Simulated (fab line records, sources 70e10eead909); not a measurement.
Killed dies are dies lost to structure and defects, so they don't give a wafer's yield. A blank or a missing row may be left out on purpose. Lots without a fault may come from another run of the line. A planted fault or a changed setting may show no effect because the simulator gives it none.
Which tool did it? | flow nand_harc | 6 lots, 18 wafers sampled, at 3 steps of a route of 1159

WHAT THE GAUGES READ, wafer by wafer
NHARC_P_GATE_CD_MEAS_46: target cd 720 nm.
lot  | measured     | on        | cd_nm (nm)
L818 | day 5 15:58  | cd_sem-01 | 717.2 719.2 717.9
L820 | day 6 07:23  | cd_sem-01 | 720.1 720.0 720.6
L823 | day 7 02:14  | cd_sem-01 | 722.2 721.7 721.2
L826 | day 7 21:34  | cd_sem-01 | 719.0 718.8 718.3
L831 | day 9 00:16  | cd_sem-01 | - - -
L839 | day 11 06:24 | cd_sem-01 | 720.1 720.1 720.9

WHICH TOOL RAN EACH LOT (tool, then ch and the chambers of the sampled wafers, then the start)
lot  | NHARC_P_GATE_ETCHBACK_37                      | NHARC_P_GATE_EXPOSE_43
L818 | rie_diel-07 ch 1,2,3, day 5 15:49 or earlier  | krf_scanner-02 ch 0, day 5 15:49
L820 | rie_diel-11 ch 1,3, day 6 07:14 or earlier    | krf_scanner-03 ch 0, day 6 07:14
L823 | rie_diel-11 ch 0,2,3, day 7 02:05 or earlier  | krf_scanner-04 ch 0, day 7 02:05
L826 | rie_diel-07 ch 0,2, day 7 21:25 or earlier    | krf_scanner-04 ch 0, day 7 21:25
L831 | rie_diel-07 ch 1,2, day 9 00:07 or earlier    | krf_scanner-02 ch 0, day 9 00:07
L839 | rie_diel-11 ch 1,2,3, day 11 06:14 or earlier | krf_scanner-03 ch 0, day 11 06:14
- NHARC_P_GATE_ETCHBACK_37: etches the open film in CHF3/O2, target depth 34.5 nm, time 17.2 s.
- NHARC_P_GATE_EXPOSE_43: exposes mask P NSD, target cd 720 nm.

THE ANSWER, worked out from the rows above alone
Rule: what is usual is taken from the lots themselves. Put in order of their means at a reading, lots are off if they are a third of the lots or fewer, leave a main group of 4 or more, and stand apart from it by a gap of 3 or more times the standard deviation of the main group's means; of several such gaps the widest counts. A main group whose means are all the same, to the digits that the tables above print for the reading, isn't used. A lot without any number at a reading at which 4 lots or more have one is off too. The other lots that the step has rows for count as sound.
Off: L831, at NHARC_P_GATE_CD_MEAS_46 (cd_nm). Without a number there: L831. The main group: mean 719.8 nm, standard deviation 1.3.
A tool fits if, at a process step before that reading, it ran every lot that is off, and no sound lot after the first of them. The gauges at NHARC_P_GATE_CD_MEAS_46 are tried like those tools. NHARC_P_GATE_ETCHBACK_37 gives no start for some lots, so the hours and the order of its lots are those of NHARC_P_GATE_EXPOSE_43. Can't be told from this: 2 tools fit, rie_diel-07 at NHARC_P_GATE_ETCHBACK_37, krf_scanner-02 at NHARC_P_GATE_EXPOSE_43.

WHAT THE SIMULATOR HAD PUT IN
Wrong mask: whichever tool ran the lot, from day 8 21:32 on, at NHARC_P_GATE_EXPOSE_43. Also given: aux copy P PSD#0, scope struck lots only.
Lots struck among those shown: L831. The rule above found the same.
